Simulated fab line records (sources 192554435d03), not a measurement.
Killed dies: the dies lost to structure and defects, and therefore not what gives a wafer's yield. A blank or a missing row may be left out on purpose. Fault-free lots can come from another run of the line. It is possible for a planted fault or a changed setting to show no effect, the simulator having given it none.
Chamber matching :: flow n5-finfet :: ald-metal-03 running N5_BEOL_M8_ALD_77: 4 sister chambers
The step deposits TaN, target thk 2 nm, pulse time 2 s, purge time 3 s. 4 wafers are shown with their chamber, then 12 later ones without.

## WAFERS PAIRED WITH THEIR CHAMBERS
wafer: L089.4
chamber: 2
heater-power-w (W): 396

wafer: L090.3
chamber: 1
heater-power-w (W): 465

wafer: L087.3
chamber: 0
heater-power-w (W): 423

wafer: L087.5
chamber: 3
heater-power-w (W): 328

## WAFERS WITHOUT THEIR CHAMBER
wafer: L091.3
heater-power-w (W): 329

wafer: L091.4
heater-power-w (W): 416

wafer: L091.5
heater-power-w (W): 397

wafer: L092.4
heater-power-w (W): 405

wafer: L092.5
heater-power-w (W): 411

wafer: L092.6
heater-power-w (W): 331

wafer: L097.2
heater-power-w (W): 332

wafer: L097.3
heater-power-w (W): 405

wafer: L097.5
heater-power-w (W): 403

wafer: L096.3
heater-power-w (W): 436

wafer: L096.4
heater-power-w (W): 314

wafer: L096.5
heater-power-w (W): 328

## WHICH CHAMBER EACH ONE RAN IN
wafer: L091.3
from the rows above: 3
in truth: 3

wafer: L091.4
from the rows above: can't be placed: 0 or 2
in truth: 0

wafer: L091.5
from the rows above: 2
in truth: 2

wafer: L092.4
from the rows above: can't be placed: 2 or 0
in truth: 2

wafer: L092.5
from the rows above: can't be placed: 0 or 2
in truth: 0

wafer: L092.6
from the rows above: 3
in truth: 3

wafer: L097.2
from the rows above: 3
in truth: 3

wafer: L097.3
from the rows above: can't be placed: 2 or 0
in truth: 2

wafer: L097.5
from the rows above: can't be placed: 2 or 0
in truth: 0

wafer: L096.3
from the rows above: can't be placed: 0 or 1
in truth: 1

wafer: L096.4
from the rows above: 3
in truth: 3

wafer: L096.5
from the rows above: 3
in truth: 3
Placed correctly: 6 of 12. Can't be placed from these rows: 6 (the true chamber is among the candidates in 6). Wrongly placed: 0.
How it was worked out, from the rows above alone: a wafer's distance from a chamber is the root of the sum, over the readings, of the square of ((its reading less the chamber's mean) divided by the reading's scatter). The wafer belongs to the nearest chamber; if the next one is less than 2 further off, it can't be placed. Each chamber's mean is taken over the wafers shown for it. The scatter: root of mean squared gap, hidden wafer to nearest shown wafer, with one shown wafer a chamber.
